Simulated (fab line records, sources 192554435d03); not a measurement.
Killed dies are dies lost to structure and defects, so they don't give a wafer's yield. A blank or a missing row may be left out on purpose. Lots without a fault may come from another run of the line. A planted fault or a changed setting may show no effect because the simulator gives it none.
Problem report in the 8D (eight disciplines) form, filled by code | flow n5_finfet | the parts of the form that need people (team, actions taken, sign-off) are left out

1. THE PROBLEM
raw_defect_count at N5_FIN_SAQP_INSPECT_40 reads a mean of 1010 on 3 wafers of 2 lots; wafers without a fault read 222 with a standard deviation of 64. That is +12 standard deviations from the usual mean.
The step: inspects for defects (brightfield).
First seen on wafer L799.4, day 5 13:53, on defect_inspect-02. The record holds 27 wafers of 9 lots with a number at this step. Rule for "out", or "out of limits": more than 4 standard deviations from the usual mean. The other wafers with a number count as sound.

2. WHAT IT IS AND WHAT IT IS NOT
question                    | is                     | is not
which readings at this step | raw_defect_count       | -
which lots                  | L799, L800             | L785, L786, L790, L792, L793, L796, L797
which wafers of those lots  | L799.4, L799.5, L800.5 | L799.2, L800.2, L800.4
read on which gauges        | defect_inspect-02      | defect_inspect-01
when                        | from day 5 13:53       | up to then (22 sound wafers); but 2 sound wafers of L800 came after

3. SUSPECTS, AND WHAT RULES EACH OUT
Counting: a tool at a process step up to the reading stays a suspect if it ran every lot that is out. Sound lots after the first of them don't rule it out here, since some wafers of a struck lot are sound.
- the gauge at N5_FIN_SAQP_INSPECT_40: ruled out. All the wafers that are out were read on defect_inspect-02, but those of them that N5_FIN_CUT_INSPECT_10 has rows for are out there too, on other tools.
- vapor_etch-02 at N5_FIN_SAQP_RECESS_63 (chemistry HF/NH3, target SiO2, target depth 18 nm, afs cycles 3, sublimation time 60 s): kept. It ran every lot that is out, first L799 (day 5 11:59); its last sound lot up to then is L797 (day 5 02:59).
- rie_diel-01 at N5_FIN_SAQP_HM_OPEN_33 (chemistry CH3F/O2, target SiNx, target depth 49.4 nm, time 70.6 s): kept. It ran every lot that is out, first L799 (day 5 13:21); its last sound lot up to then is L786 (day 2 10:16).
- rie_si-04 at N5_FIN_SAQP_ETCH_64 (etches SiO2 in CF4, target depth 1.5 nm): kept. It ran every lot that is out, first L799 (day 5 13:37); its last sound lot up to then is L785 (day 2 03:07).
- Within vapor_etch-02 at N5_FIN_SAQP_RECESS_63: the wafers that are out ran in chamber 1; their sound lot-mates ran in chamber 0.
Left after counting: vapor_etch-02 at N5_FIN_SAQP_RECESS_63, rie_diel-01 at N5_FIN_SAQP_HM_OPEN_33, rie_si-04 at N5_FIN_SAQP_ETCH_64.

4. THE CAUSE (what the simulator had put in)
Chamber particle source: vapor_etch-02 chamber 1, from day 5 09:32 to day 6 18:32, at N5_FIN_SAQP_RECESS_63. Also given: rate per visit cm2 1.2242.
Counting left 3 suspects, and this tool is among them.

5. THE CHAIN OF EFFECTS, in route order
Each row: a reading whose mean over the struck wafers that have a number lies more than 3 standard deviations from the usual. Only readings for which the record gives a usual standard deviation are gone through. hours: the time from each lot's start at the first step in this table that gives one to its start at this step, as a median over the lots. sigmas: the change in usual standard deviations.
hours | step                    | reading              | usual  | on struck wafers | change | sigmas
0     | N5_FIN_SAQP_INSPECT_40  | raw_defect_count     | 222    | 1010             | +788   | +12
0     | N5_FIN_CUT_INSPECT_10   | raw_defect_count     | 42     | 840              | +798   | +73
295   | N5_PASSIVATION_PROBE_49 | defect_limited_yield | 91.2 % | 85.4             | -5.8   | -4.4
295   | N5_PASSIVATION_PROBE_49 | killed_at_front_end  | 39     | 115              | +76    | +6.3
295   | N5_PASSIVATION_PROBE_49 | killed_dies          | 104    | 172              | +68    | +4.5
295   | N5_PASSIVATION_PROBE_49 | killed_on_rim        | 14     | 29               | +15    | +4.0
295   | N5_PASSIVATION_PROBE_49 | sort_bin_5_function  | 5.2 %  | 8.7              | +3.5   | +4.0
295   | N5_PASSIVATION_PROBE_49 | sort_n_pass          | 1076   | 1008             | -68    | -4.5
295   | N5_PASSIVATION_PROBE_49 | sort_yield_pct       | 91.2 % | 85.4             | -5.8   | -4.4
The process steps in it:
- N5_PASSIVATION_PROBE_49
Later measuring or inspecting steps at which every struck wafer that the step has a row for has a number for every such reading, and none has moved that far: N5_BEOL_M4_RC_MEAS_101.

6. WHAT WOULD HAVE CAUGHT IT SOONER
In this record the first reading out of limits at a measuring or inspecting step was taken at day 5 13:53, 4 hours after the fault began at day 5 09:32.
Of the tool readings at N5_FIN_SAQP_RECESS_63 for which the record gives a usual standard deviation, none was out on any struck wafer, so an alarm limit of 4 standard deviations on them would not have fired.
Of the lots that are out (2), L800 began N5_FIN_SAQP_RECESS_63 on vapor_etch-02 after day 5 13:53. A hold on the tool at that time would have spared it.
